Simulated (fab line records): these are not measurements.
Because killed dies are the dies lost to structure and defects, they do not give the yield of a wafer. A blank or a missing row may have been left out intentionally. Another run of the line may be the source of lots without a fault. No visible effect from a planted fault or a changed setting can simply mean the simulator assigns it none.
fab line records	flow n5_finfet
[record] lots = 6	wafers = 18	last_day = 17
route steps=1938 shown BEOL_M6@1233 BEOL_M7@1263 PASSIVATION@1936
lots untouched by any fault: they come from a run of this same line in which no faults occurred
start_h: hours from the record's opening day to when the first of the lot's shown wafers began	wait_h: time in hours since the lot's previous step	" repeats the value in the row above	L1.1+2: a row that stands for several wafers	- no value, or no start given	* or withheld: withheld	< > ~ a bound
route shown NAME@n: NAME is a module with steps in the file, n the number in the route of the first one	usual: mean and standard deviation over wafers with no fault	same: alike in all rows	chamber/n: place in a boat	sites: readings site by site	_std_site: standard deviation of those values	_edge_site: inner sites' mean taken away from outer sites' mean	radius_mm: for every site, how far away it sits from the centre of the wafer	mask NAME#n: copy n	behind: the tool/chamber that last shaped the wafer	hold: reason for holding the lot/hours on hold/outcome of the hold	device: the n, p or np transistor that did not switch	end of line: the same wafers' tests at the end of the route	step lacking rows: just its recipe	killed: the dies lost at the first sort to structure and to defects; this is not the yield of the wafer	map: dies across one wafer; x = killed, . = not, _ = none there
set.NAME: setting as actually run; set.NAME@STEP: the setting as run at that earlier step	model.NAME: the simulator's own value behind a step, which no gauge read
lots seen at some steps along the route; tables by step, rows by wafer
services: the hour from which a tool's chamber was out of use, counted from the record's first day as start_h (under 0 if before that day), plus the number of hours and why
[[steps]]
[step N5_BEOL_M6_ETCH_66]
[recipe] chemistry = N2/H2	target = SOC	target_depth_a = 800	overetch_a = 160	mask_material = SiARC	temp_c = 40	time_s = 120	ion_energy_ev = 200	pressure_mtorr = 30	source_w = 840	bias_w = 150	n2_flow_sccm = 200	h2_flow_sccm = 200
[step N5_BEOL_M6_STRIP_69]
[recipe] chemistry = N2/H2	temp_c = 40	n2_flow_sccm = 200	h2_flow_sccm = 200	rf_frequency_hz = 6e+07
[step N5_BEOL_M6_STRIP_73]
[recipe] chemistry = N2/H2	temp_c = 40	n2_flow_sccm = 200	h2_flow_sccm = 200	rf_frequency_hz = 6e+07
[step N5_BEOL_M6_VIA_ETCH_34]
[recipe] chemistry = C4F6/O2	target = SiCOH_lowk	target_depth_a = 1263	mask_material = SOC	taper_deg = 4	time_s = 50.9	ion_energy_ev = 250	pressure_mtorr = 30	source_w = 345	bias_w = 185	Ar_flow_sccm = 300	C4F6_flow_sccm = 10	O2_flow_sccm = 10
[step N5_BEOL_M6_STRIP_76]
[recipe] chemistry = C4F6/O2	resist = SiARC	rf_frequency_hz = 6e+07
[step N5_BEOL_M6_STRIP_36]
[recipe] chemistry = N2/H2	power_w = 450	temp_c = 40	pressure_mtorr = 20	rf_frequency_hz = 6e+07	overash_fraction = 0.3	bias_power_w = 7	h2_frac = 0.5	n2_flow_sccm = 200	h2_flow_sccm = 200
[step N5_BEOL_M6_TRENCH_ETCH_37]
[recipe] chemistry = C4F6/O2	target_depth_a = 944.35	target = SiCOH_lowk	time_s = 31.5	ion_energy_ev = 250	pressure_mtorr = 30	source_w = 345	bias_w = 185	Ar_flow_sccm = 300	C4F6_flow_sccm = 10	O2_flow_sccm = 10
[step N5_BEOL_M6_ETCH_41]
[recipe] chemistry = CH3F/O2	target = SiCN	target_depth_a = 297	taper_deg = 2	time_s = 52	ion_energy_ev = 120	mask_material = TiN	pressure_mtorr = 30	source_w = 395	bias_w = 75	Ar_flow_sccm = 150	CH3F_flow_sccm = 30	O2_flow_sccm = 20
[step N5_BEOL_M6_STRIP_80]
[recipe] chemistry = N2/H2	time_s = 10	power_w = 450	temp_c = 40	pressure_mtorr = 20	rf_frequency_hz = 6e+07	bias_power_w = 7	n2_flow_sccm = 200	h2_flow_sccm = 200
[step N5_BEOL_M6_OCD_MEAS_38]
[usual] trench_depth_nm = 93.1/2.3
lot.wafer	tool	chamber	start_h	wait_h	trench_depth_nm
L800.2	ocd-01	-	227.45	-	92.2
L800.4	"	-	"	"	91.5
L800.5	"	-	"	"	91.0
L801.1	ocd-02	-	229.88	-	88.8
L801.2	"	-	"	"	92.9
L801.3	"	-	"	"	91.7
L810.3	ocd-01	-	282.03	-	93.5
L810.5	"	-	"	"	95.2
L810.6	"	-	"	"	98.3
L813.3	ocd-02	-	305.60	-	93.2
L813.4	"	-	"	"	95.0
L813.5	"	-	"	"	95.0
L814.1	ocd-02	-	306.96	-	96.7
L814.5	"	-	"	"	96.9
L814.6	"	-	"	"	96.2
L816.2	ocd-02	-	318.03	-	93.9
L816.3	"	-	"	"	93.6
L816.4	"	-	"	"	94.5
[step N5_BEOL_M6_HM_STRIP_39]
[recipe] chemistry = peroxide_tin_strip	material = TiN	target_depth_a = 250	temp_c = 50	time_s = 158
[step N5_BEOL_M6_SRD_40]
[recipe] time_s = 30	temp_c = 23	rinse_liquid = diw	dry = ipa_marangoni
[step N5_BEOL_M6_PRECLEAN_42]
[recipe] chemistry = residue_remover	time_s = 60	temp_c = 40
[usual] bath_guard_temp_C = 40.2/0.5
lot.wafer	tool	chamber	start_h	wait_h	bath_guard_temp_C
L800.2	wet_bench-04	0	227.55	0.0	40.7
L800.4	"	4	"	"	40.7
L800.5	"	3	"	"	40.5
L801.1	wet_bench-02	5	229.99	0.0	41.5
L801.2	"	0	"	"	39.1
L801.3	"	6	"	"	39.6
L810.3	wet_bench-02	0	282.13	0.0	39.3
L810.5	"	1	"	"	39.8
L810.6	"	4	"	"	39.4
L813.3	wet_bench-06	6	305.70	0.0	40.3
L813.4	"	0	"	"	39.5
L813.5	"	1	"	"	40.3
L814.1	wet_bench-02	0	307.06	0.0	39.3
L814.5	"	1	"	"	40.2
L814.6	"	4	"	"	39.5
L816.2	wet_bench-02	6	318.13	0.0	40.0
L816.3	"	7	"	"	40.2
L816.4	"	2	"	"	39.7
[step N5_BEOL_M6_SRD_43]
[recipe] time_s = 30	temp_c = 23	rinse_liquid = diw	dry = ipa_marangoni
[step N5_BEOL_M6_CD_MEAS_35]
[recipe] target_cd_nm = 40	target_cd_y_nm = 28	polarity = opening
[usual] cd_nm = 39.6/0.75
lot.wafer	tool	chamber	start_h	wait_h	cd_nm
L800.2	cd_sem-01	-	227.60	0.0	39.5
L800.4	"	-	"	"	39.9
L800.5	"	-	"	"	40.2
L801.1	cd_sem-02	-	230.05	0.0	38.7
L801.2	"	-	"	"	38.4
L801.3	"	-	"	"	39.7
L810.3	cd_sem-01	-	282.19	0.0	39.9
L810.5	"	-	"	"	39.4
L810.6	"	-	"	"	40.7
L813.3	cd_sem-01	-	305.76	0.0	38.9
L813.4	"	-	"	"	38.2
L813.5	"	-	"	"	39.8
L814.1	cd_sem-02	-	307.12	0.0	40.2
L814.5	"	-	"	"	40.8
L814.6	"	-	"	"	38.7
L816.2	cd_sem-01	-	318.19	0.0	39.8
L816.3	"	-	"	"	40.6
L816.4	"	-	"	"	40.0
[step N5_BEOL_M6_CURE_75]
[recipe] temp_c = 370	time_s = 120	ambient = DMADMS/He	material = SiCOH_lowk
[usual] lamp_power_pct = 52.31/0.055	wafer_temp_C_max = 371.8/0.64
lot.wafer	tool	chamber	start_h	wait_h	lamp_power_pct	wafer_temp_C_max
L800.2	uv_cure-01	0	227.69	0.1	52.28	371.2
L800.4	"	0	"	"	52.34	371.5
L800.5	"	0	"	"	52.35	371.5
L801.1	uv_cure-01	1	230.18	0.1	52.23	371.3
L801.2	"	1	"	"	52.28	371.3
L801.3	"	1	"	"	52.35	371.6
L810.3	uv_cure-01	2	282.33	0.1	52.34	371.1
L810.5	"	2	"	"	52.26	371.0
L810.6	"	2	"	"	52.26	371.3
L813.3	uv_cure-03	1	305.90	0.1	52.28	371.9
L813.4	"	1	"	"	52.30	371.6
L813.5	"	1	"	"	52.30	372.4
L814.1	uv_cure-01	0	307.16	0.0	52.35	371.2
L814.5	"	0	"	"	52.28	371.5
L814.6	"	0	"	"	52.37	371.4
L816.2	uv_cure-01	0	318.29	0.1	52.28	371.6
L816.3	"	0	"	"	52.26	370.8
L816.4	"	0	"	"	52.40	371.1
[step N5_BEOL_M6_DEGAS_44]
[recipe] ambient = vacuum	temp_c = 250	time_s = 60
[usual] heater_power_w = 331/37
lot.wafer	tool	chamber	start_h	wait_h	heater_power_w
L800.2	pvd_sputter-01	-	228.03	0.3	357
L800.4	"	-	"	"	416
L800.5	"	-	"	"	298
L801.1	pvd_sputter-01	-	230.51	0.3	352
L801.2	"	-	"	"	326
L801.3	"	-	"	"	418
L810.3	pvd_sputter-03	-	282.83	0.5	340
L810.5	"	-	"	"	319
L810.6	"	-	"	"	321
L813.3	pvd_sputter-01	-	306.50	0.6	340
L813.4	"	-	"	"	428
L813.5	"	-	"	"	353
L814.1	pvd_sputter-03	-	310.50	3.3	318
L814.5	"	-	"	"	312
L814.6	"	-	"	"	332
L816.2	pvd_sputter-02	-	318.88	0.5	283
L816.3	"	-	"	"	374
L816.4	"	-	"	"	276
[step N5_BEOL_M6_PRE_CLEAN_45]
[recipe] gas = H2/He	time_s = 30	temp_c = 250
[usual] heater_power_w = 331/37
lot.wafer	tool	chamber	start_h	wait_h	heater_power_w
L800.2	pvd_sputter-01	-	228.08	0.0	358
L800.4	"	-	"	"	428
L800.5	"	-	"	"	299
L801.1	pvd_sputter-01	-	230.55	0.0	369
L801.2	"	-	"	"	325
L801.3	"	-	"	"	423
L810.3	pvd_sputter-03	-	282.87	0.0	344
L810.5	"	-	"	"	316
L810.6	"	-	"	"	328
L813.3	pvd_sputter-01	-	306.55	0.0	333
L813.4	"	-	"	"	414
L813.5	"	-	"	"	362
L814.1	pvd_sputter-03	-	310.54	0.0	323
L814.5	"	-	"	"	317
L814.6	"	-	"	"	327
L816.2	pvd_sputter-02	-	318.92	0.0	289
L816.3	"	-	"	"	381
L816.4	"	-	"	"	290
[step N5_BEOL_M6_ALD_77]
[recipe] material = TaN	target_thk_a = 20	temp_c = 275	ald_precursor_family = PDMAT	ald_co_reactant = NH3	pressure_torr = 3	carrier_flow_sccm = 1500	pulse_time_s = 2	purge_time_s = 3	co_reactant_purge_time_s = 2	co_reactant_pulse_time_s = 3	ald_cycles = 40	precursor_vessel_temp_c = 75	precursor_vessel_pressure_torr = 26.25	precursor_vessel_carrier_sccm = 1000
[step N5_BEOL_M6_SURFACE_TREAT_79]
[recipe] gas = Ar	time_s = *	ion_energy_ev = *	ion_current_ma_cm2 = 0.5	pressure_mtorr = *	ar_flow_sccm = 30
[step N5_BEOL_M6_CVD_78]
[recipe] material = Co	target_thk_a = 20	temp_c = withheld	precursor = CCTBA/H2	pressure_torr = 30	time_s = 142.3
[step N5_BEOL_M6_SPUTTER_48]
[recipe] material = Cu	target_thk_a = 100	temp_c = -20	bias_v = 60	power_w = 26000	chamber_pressure_pa = 0.13	time_s = 1.667
[step N5_BEOL_M6_ECD_50]
[recipe] material = Cu	target_thk_a = 3000
[step N5_BEOL_M6_ANNEAL_51]
[recipe] temp_c = 225	time_s = 90	ambient = N2
[step N5_BEOL_M6_CMP_52]
[recipe] stop_on = SiCOH_lowk	t_overpolish_s = 6.9	down_force_psi = 1	platen_rpm = 50	clearing_platen_down_force_psi = 1.5	clearing_platen_rpm = 50	post_cmp_clean = cu_alkaline	target_thk_nm = 80	clearing_platen_pad_velocity_m_s = 0.99484	pad_velocity_m_s = 0.99484
[usual] barrier_field_endpoint_s = 28.9/0.97	motor_current_A = 5.9/0.56	overpolish_run_s = 6.899/0.0086	time_to_endpoint_s = 62/4.1
lot.wafer	tool	chamber	start_h	wait_h	barrier_field_endpoint_s	motor_current_A	overpolish_run_s	time_to_endpoint_s
L800.2	cmp-03	3	229.49	0.2	28.3	5.5	6.888	64
L800.4	"	1	"	"	29.5	7.0	6.904	63
L800.5	"	0	"	"	27.3	5.6	6.900	54
L801.3	cmp-02	3	232.46	0.2	28.5	5.8	6.906	60
L801.2	"	0	"	"	28.9	6.1	6.893	64
L801.1	"	1	"	"	28.9	5.5	6.904	61
L810.3	cmp-01	0	284.81	0.2	28.7	6.9	6.902	65
L810.5	"	0	"	"	29.7	6.3	6.900	62
L810.6	"	1	"	"	28.7	5.5	6.909	61
L813.3	cmp-02	1	307.78	0.2	29.5	5.5	6.897	62
L813.4	"	3	"	"	29.5	5.9	6.904	61
L813.5	"	1	"	"	30.1	5.5	6.904	62
L814.1	cmp-02	1	311.66	0.3	27.9	5.7	6.897	62
L814.5	"	1	"	"	28.2	5.4	6.910	60
L814.6	"	2	"	"	28.7	4.6	6.894	69
L816.2	cmp-02	3	321.00	0.2	28.3	5.7	6.894	62
L816.4	"	0	"	"	28.9	5.9	6.897	65
L816.3	"	2	"	"	30.5	4.8	6.894	69
[step N5_BEOL_M6_THK_MEAS_53]
[recipe] thk_meas_gauge = xrf	reads = Cu_of_BEOL_M6_ECD_50
[usual] M6_THK = 79.3/2.7
lot.wafer	tool	chamber	start_h	wait_h	M6_THK[nm]
L800.2	film_metro-01	-	229.79	-	79.8
L800.4	"	-	"	"	80.2
L800.5	"	-	"	"	74.7
L801.1	film_metro-01	-	232.76	-	74.2
L801.2	"	-	"	"	80.2
L801.3	"	-	"	"	78.3
L810.3	film_metro-01	-	285.11	-	81.5
L810.5	"	-	"	"	82.6
L810.6	"	-	"	"	86.7
L813.3	film_metro-02	-	308.04	-	81.1
L813.4	"	-	"	"	80.9
L813.5	"	-	"	"	81.9
L814.1	film_metro-01	-	311.96	-	83.7
L814.5	"	-	"	"	82.9
L814.6	"	-	"	"	85.6
L816.2	film_metro-02	-	321.30	-	80.2
L816.3	"	-	"	"	80.9
L816.4	"	-	"	"	80.7
[step N5_BEOL_M6_PRE_CLEAN_55]
[recipe] gas = NH3	time_s = 15	temp_c = withheld	rf_power_w = 300
[step N5_BEOL_M6_DEP_56]
[recipe] material = SiCN	target_thk_a = 100	temp_c = withheld	precursor = 3MS/NH3	pressure_torr = 3	rf_w = 202	time_s = 17.5
[usual] showerhead_plenum_p_Torr = 3.662/0.015	throttle_valve_pct = 9.2/0.56
lot.wafer	tool	chamber	start_h	wait_h	showerhead_plenum_p_Torr	throttle_valve_pct
L800.2	pecvd-04	1	229.86	0.0	3.660	9.8
L800.4	"	1	"	"	3.671	9.9
L800.5	"	1	"	"	3.662	10.1
L801.1	pecvd-03	1	232.82	0.0	3.663	8.6
L801.2	"	0	"	"	3.660	8.7
L801.3	"	2	"	"	3.674	8.5
L810.3	pecvd-01	1	285.17	0.0	3.670	9.7
L810.5	"	1	"	"	3.667	10.0
L810.6	"	0	"	"	3.656	9.2
L813.3	pecvd-04	0	308.10	0.0	3.662	10.1
L813.4	"	2	"	"	3.670	8.6
L813.5	"	0	"	"	3.655	9.9
L814.1	pecvd-01	1	312.02	0.0	3.681	10.0
L814.5	"	2	"	"	3.632	9.0
L814.6	"	1	"	"	3.668	10.0
L816.2	pecvd-04	2	321.36	0.0	3.667	8.6
L816.3	"	1	"	"	3.670	10.0
L816.4	"	0	"	"	3.671	9.6
[step N5_BEOL_M6_RS_MEAS_57]
[recipe] thk_meas_gauge = four-point-probe	reads = Cu_of_BEOL_M6_ECD_50+Co_of_BEOL_M6_CVD_78+TaN_of_BEOL_M6_ALD_77
[usual] M6_RS = 0.292/0.012
lot.wafer	tool	chamber	start_h	wait_h	M6_RS[ohm/sq]
L800.2	film_metro-01	-	229.95	0.1	0.290
L800.4	"	-	"	"	0.290
L800.5	"	-	"	"	0.315
L801.1	film_metro-01	-	232.89	0.1	0.321
L801.2	"	-	"	"	0.291
L801.3	"	-	"	"	0.299
L810.3	film_metro-01	-	285.24	0.1	0.284
L810.5	"	-	"	"	0.280
L810.6	"	-	"	"	0.264
L813.3	film_metro-02	-	308.17	0.1	0.285
L813.4	"	-	"	"	0.285
L813.5	"	-	"	"	0.281
L814.1	film_metro-02	-	312.09	0.1	0.276
L814.5	"	-	"	"	0.281
L814.6	"	-	"	"	0.270
L816.2	film_metro-01	-	321.43	0.1	0.289
L816.3	"	-	"	"	0.284
L816.4	"	-	"	"	0.286
[step N5_BEOL_M7_ILD_DEP_00]
[recipe] material = SiCOH_lowk	target_thk_a = 1797.5	temp_c = 300	precursor = DEMS/porogen	pressure_torr = 5	rf_w = 500	time_s = 33.4
[step N5_BEOL_M7_CURE_74]
[recipe] temp_c = 385	time_s = 240	ambient = He/Ar	material = SiCOH_lowk
[step N5_BEOL_M7_THK_MEAS_01]
[recipe] reads = SiCOH_lowk_of_BEOL_M7_ILD_DEP_00
[usual] M7_ILD_THK = 153.8/1.9
lot.wafer	tool	chamber	start_h	wait_h	M7_ILD_THK[nm]
L800.2	film_metro-01	-	230.70	0.4	152.2
L800.4	"	-	"	"	153.9
L800.5	"	-	"	"	156.1
L801.1	film_metro-02	-	233.54	0.4	152.4
L801.2	"	-	"	"	152.8
L801.3	"	-	"	"	154.0
L810.3	film_metro-01	-	285.88	0.3	150.9
L810.5	"	-	"	"	153.9
L810.6	"	-	"	"	154.8
L813.3	film_metro-01	-	308.81	0.3	154.4
L813.4	"	-	"	"	155.7
L813.5	"	-	"	"	155.0
L814.1	film_metro-02	-	312.73	0.4	152.1
L814.5	"	-	"	"	155.8
L814.6	"	-	"	"	156.1
L816.2	film_metro-02	-	322.55	0.7	152.6
L816.3	"	-	"	"	153.1
L816.4	"	-	"	"	156.4
[step N5_BEOL_M7_PECVD_70]
[recipe] material = SiO2	target_thk_a = 200	temp_c = 400	precursor = TEOS/O2	pressure_torr = 5.5	rf_w = 450	teos_flow_sccm = 53.8	gas = O2	flow_sccm = 3000	time_s = 22.7
[step N5_BEOL_M7_HM_DEP_02]
[recipe] material = TiN	target_thk_a = 200	temp_c = 25	chamber_pressure_pa = 0.49996
[step N5_BEOL_M7_COAT_59]
[recipe] resist = SOC	temp_c = 250	time_s = 60	spin_rpm = 1500	resist_thk_nm = 100
[step N5_BEOL_M7_COAT_60]
[recipe] resist = SiARC	temp_c = 220	time_s = 60	spin_rpm = 1500	resist_thk_nm = 35
[step N5_BEOL_M7_COAT_05]
[recipe] resist = CAR-ArF	spin_rpm = 1500	resist_thk_nm = 90
[step N5_BEOL_M7_EBR_07]
[recipe] solvent = PGMEA	ebr_width_mm = 1.5
[step N5_BEOL_M7_SOFTBAKE_06]
[recipe] temp_c = 110	time_s = 60	resist = CAR-ArF
[step N5_BEOL_M7_EXPOSE_08]
[recipe] mask_id = M7	na = 1.35	source_shape = dipole	sigma_inner = 0.817	sigma_outer = 0.97	polarization = te	dose_mj = 68.25
[step N5_BEOL_M7_PEB_09]
[recipe] peb_temp_c = withheld	peb_time_s = 60	resist = CAR-ArF
[step N5_PASSIVATION_PROBE_49]
[usual] defect_limited_yield = 91.3/1.4	killed_at_M0_to_M3 = 36/10	killed_at_M4_up = 13/5.4	killed_at_contacts = 12/5.3	killed_at_front_end = 39/10	killed_at_other = 3.2/2.7	killed_dies = 103/16	killed_on_rim = 13/4	killed_open = 68/13	killed_short = 33/6.6	sort_bin_4_leakage = 0.01/0.031	sort_bin_5_function = 5.1/0.92	sort_bin_6_memory = 3.3/0.68	sort_bin_8_speed = 0.1/0.41	sort_n_pass = 1077/17	sort_yield_pct = 91.2/1.4
[same] gross_dies = 1180	killed_at_back_side = 0
lot.wafer	tool	chamber	start_h	wait_h	defect_limited_yield[%]	killed_at_M0_to_M3	killed_at_M4_up	killed_at_contacts	killed_at_front_end	killed_at_other	killed_dies	killed_on_rim	killed_open	killed_short	sort_bin_4_leakage[%]	sort_bin_5_function[%]	sort_bin_6_memory[%]	sort_bin_8_speed[%]	sort_n_pass	sort_yield_pct[%]
L801.1	prober-01	-	323.45	0.0	91.8	26	13	13	42	3	97	17	65	30	0	4.9	3.0	0	1083	91.8
L801.2	prober-01	-	323.50	0.1	90.4	61	10	11	30	1	113	13	84	28	0	5.5	4.0	0.1	1066	90.3
L801.3	prober-01	-	323.55	0.1	91.2	47	11	11	33	2	104	14	69	32	0	5.5	3.2	0.3	1072	90.8
L814.1	prober-01	-	402.36	0.0	86.9	36	71	16	31	0	154	22	53	36	0	7.4	4.2	0	1026	86.9
L814.5	prober-01	-	402.56	0.2	85.9	55	58	20	32	1	166	28	79	31	0	8.4	4.2	0	1014	85.9
L814.6	prober-01	-	402.61	0.3	85.6	39	68	26	33	4	170	26	86	24	0	7.9	5.8	0	1010	85.6
L816.2	prober-02	-	412.19	0.1	86.4	45	76	11	23	6	161	32	59	33	0	8.1	4.2	0	1019	86.4
L816.3	prober-02	-	412.24	0.1	84.6	56	84	9	30	3	182	29	64	35	0	9.8	3.5	0	998	84.6
L816.4	prober-02	-	412.29	0.2	83.6	34	80	22	55	3	194	36	71	32	0	9.6	4.9	0	986	83.6
// killed by level:class
L801.1 STI_FIN_REVEAL:geometric_particle:open=9 MOL_CONTACT_COAG:geometric_particle:open=9 BEOL_M2:geometric_particle:open=7 FIN_SAQP:geometric_particle:open=5 GATE_CUT:geometric_particle:short=5 BEOL_M1:geometric_particle:open=4 BEOL_M11:geometric_particle:open=4 FIN_SAQP:geometric_particle:short=3
L801.2 BEOL_M2:geometric_particle:open=26 MOL_CONTACT_COAG:geometric_particle:open=11 FIN_SAQP:geometric_particle:short=9 BEOL_M0_SAQP:geometric_particle:short=8 BEOL_M3:geometric_particle:open=7 BEOL_M0_SAQP:geometric_particle:open=6 FIN_SAQP:geometric_particle:open=5 STI_FIN_REVEAL:geometric_particle:open=4
L801.3 BEOL_M2:geometric_particle:open=11 FIN_SAQP:geometric_particle:open=10 BEOL_M0_SAQP:geometric_particle:short=10 MOL_CONTACT_COAG:geometric_particle:open=9 BEOL_M1:geometric_particle:open=7 BEOL_M3:geometric_particle:open=6 BEOL_M0_SAQP:geometric_particle:open=5 FIN_SAQP:geometric_particle:short=4
L814.1 BEOL_M6:unspecified=63 MOL_CONTACT_COAG:geometric_particle:open=13 BEOL_M0_SAQP:geometric_particle:short=9 STI_FIN_REVEAL:geometric_particle:open=7 STI_FIN_REVEAL:geometric_particle:short=6 GATE_CUT:geometric_particle:short=6 BEOL_M0_SAQP:geometric_particle:open=6 BEOL_M3:geometric_particle:open=5
L814.5 BEOL_M6:unspecified=55 STI_FIN_REVEAL:geometric_particle:open=17 MOL_CONTACT_COAG:geometric_particle:open=15 BEOL_M2:geometric_particle:open=13 BEOL_M0_SAQP:geometric_particle:short=9 BEOL_M3:geometric_particle:open=9 BEOL_M0:geometric_particle:open=6 BEOL_M1:geometric_particle:open=6
L814.6 BEOL_M6:unspecified=57 MOL_CONTACT_COAG:geometric_particle:open=22 BEOL_M1:geometric_particle:open=12 BEOL_M2:geometric_particle:open=11 STI_FIN_REVEAL:geometric_particle:open=7 BEOL_M0_SAQP:geometric_particle:open=6 BEOL_M4:geometric_particle:open=6 FIN_SAQP:geometric_particle:open=4
L816.2 BEOL_M6:unspecified=69 BEOL_M0_SAQP:geometric_particle:short=11 BEOL_M0_SAQP:geometric_particle:open=11 MOL_CONTACT_COAG:geometric_particle:open=8 BEOL_M2:geometric_particle:short=7 BEOL_M2:geometric_particle:open=6 BEOL_M3:geometric_particle:open=5 ILD0:geometric_particle:open=4
L816.3 BEOL_M6:unspecified=76 BEOL_M2:geometric_particle:open=17 BEOL_M3:geometric_particle:open=12 BEOL_M0_SAQP:geometric_particle:short=9 MOL_CONTACT_COAG:geometric_particle:open=7 BEOL_M0_SAQP:geometric_particle:open=6 HKMG_FIN:area_etch=6 STI_FIN_REVEAL:geometric_particle:open=5
L816.4 BEOL_M6:unspecified=76 MOL_CONTACT_COAG:geometric_particle:open=19 HKMG_FIN:area_etch=13 DUMMY_GATE:geometric_particle:open=11 BEOL_M0_SAQP:geometric_particle:short=9 FIN_SAQP:geometric_particle:open=8 STI_FIN_REVEAL:geometric_particle:open=6 BEOL_M0_SAQP:geometric_particle:open=6
// map L814.6 (x killed, . not)
_________________.x.....x....________________
______________..............x..x_____________
___________.........x..............__________
__________.......................x.._________
________.................x............_______
_______.x................x..x.....x....______
______x.............x..............x...._____
_____.x..........x..x..x....x.....x....x.____
____xxxxx...x..........x......x....x...x..___
___xxxxxx.x...........x....x.....x..x...x..__
___xxxxxxxx...................x...x........__
__xxxxxxx..........x............x..........._
__xxxxxx.x.....x......x.x.................x._
_xxxxxxx......x.............x.x.....x..x.....
_xxxxxx..x......x.......................x....
_xxxxxxx.......x...........x...x.............
_.xxxxx...........xx.........................
_....x...................x.x..x.....x........
_.........x.x.....x.x............x..x.......x
_......xx...........x.............xx.........
_......x.........x...........................
__............x.....xx.........x............_
__......x..........................x......x._
___........................xx...x....x..x..__
___..x...............x....xx...............__
____......................................___
_____x.x..........x.............x........____
______.......x.x...........x.x.....x...._____
_______.x.x....xx....................x.______
________.....x......x................._______
__________............x.x..x....x..._________
___________.....x..................__________
______________......x....x......_____________
_________________.......x....________________
// map L816.4 (x killed, . not)
_________________.x..........________________
______________.x....x..........x_____________
___________.....x...............x..__________
__________.........................._________
________...x.......x......x...x......._______
_______..........................x.....______
______..x...x....x......................_____
_____........x.........................x.____
____...x........x........x...x..x.......x.___
___.....................x.............xx..x__
___.........xx.............................__
__......x....x...x.............x........xx.._
__..........x...................xx.....x...._
_...x.............x..............x...........
_.x................................x.........
_x.....x.....x.......x.....x..........x......
_.........x....x.........................x..x
_..........x.......x............xx........x..
_...x.....................................x..
_..x....x....x..x.....x.................x..x.
_..x..xx.....x....xx...x.x...........x.......
__x.xxxx..x.x.....................x........x_
__..xx.xx..xx.x........x.................x.._
___.x.xxxxxx.x.x..........x.........x......__
___..x.xxxxx.xxxx....x.x.x....x......x.....__
____xxxxxxxxxxx.xx......................x.___
_____xxxxxxxxxx.......x..........x.....x.____
______xxxxxxxx..x..............x.x......_____
_______xxxxxxx.x.......x...x.x.......x.______
________xxxxxxx..........x.........x.._______
__________xxx........x..........x..._________
___________x.x..................x.x__________
______________..x...x.x........._____________
_________________..x..xx.....________________
[[services]]
tool	chamber	start_h	hours	kind
cmp-01	-	214.31	10.5	pm
pecvd-04	2	215.90	3.4	repair
pecvd-03	0	228.65	2.3	repair
pecvd-04	2	228.99	4.0	repair
pecvd-03	1	229.50	2.1	scheduled_down
pecvd-01	1	233.56	22.8	repair
cmp-02	-	239.43	4.0	pm
cmp-03	-	240.10	2.5	repair
cmp-02	-	243.43	-	consumable_replace:conditioner
cmp-02	-	243.43	-	consumable_replace:pad
cmp-02	-	255.34	0.7	repair
pecvd-03	1	267.27	5.5	scheduled_down
cmp-02	-	273.64	5.6	pm
uv_cure-03	-	273.94	0.3	repair
cmp-03	-	275.77	1.4	repair
cmp-01	-	289.56	1.3	repair
cmp-03	-	289.77	4.0	pm
cmp-03	-	293.77	-	consumable_replace:conditioner
cmp-03	-	293.77	-	consumable_replace:pad
cmp-02	-	297.00	8.2	pm
cmp-03	-	300.11	0.2	repair
uv_cure-03	-	312.76	7.5	pm
[[key]]
[first_sign] step = N5_PASSIVATION_PROBE_49	reading = killed_at_M4_up	direction = up	sigmas = 11	usual = 13	struck = 73
[effect] step = N5_PASSIVATION_PROBE_49	reading = defect_limited_yield	direction = down	sigmas = 4.2	usual = 91.3	struck = 85.5
[more_kills_born_at] N5_BEOL_M6_PRECLEAN_42@wet_bench-02 = 396
met_at N5_BEOL_M6_PRECLEAN_42
struck_wafers L814.1,L814.5,L814.6,L816.2,L816.3,L816.4
[baseline_loss] step = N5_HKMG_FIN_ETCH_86	wafers = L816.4
onset_between 282.13 307.06
also_fits time
[fault] kind = chamber_particle_source	tool = wet_bench-02	chamber = -	onset_h = 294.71	steps = N5_BEOL_M6_PRECLEAN_42	rate_per_visit_cm2 = 0.40897	end_h = 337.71
// baseline_loss: these wafers lose ten dies or more at that step, a loss of the line's own and not of a fault; the sort's usual values leave them out
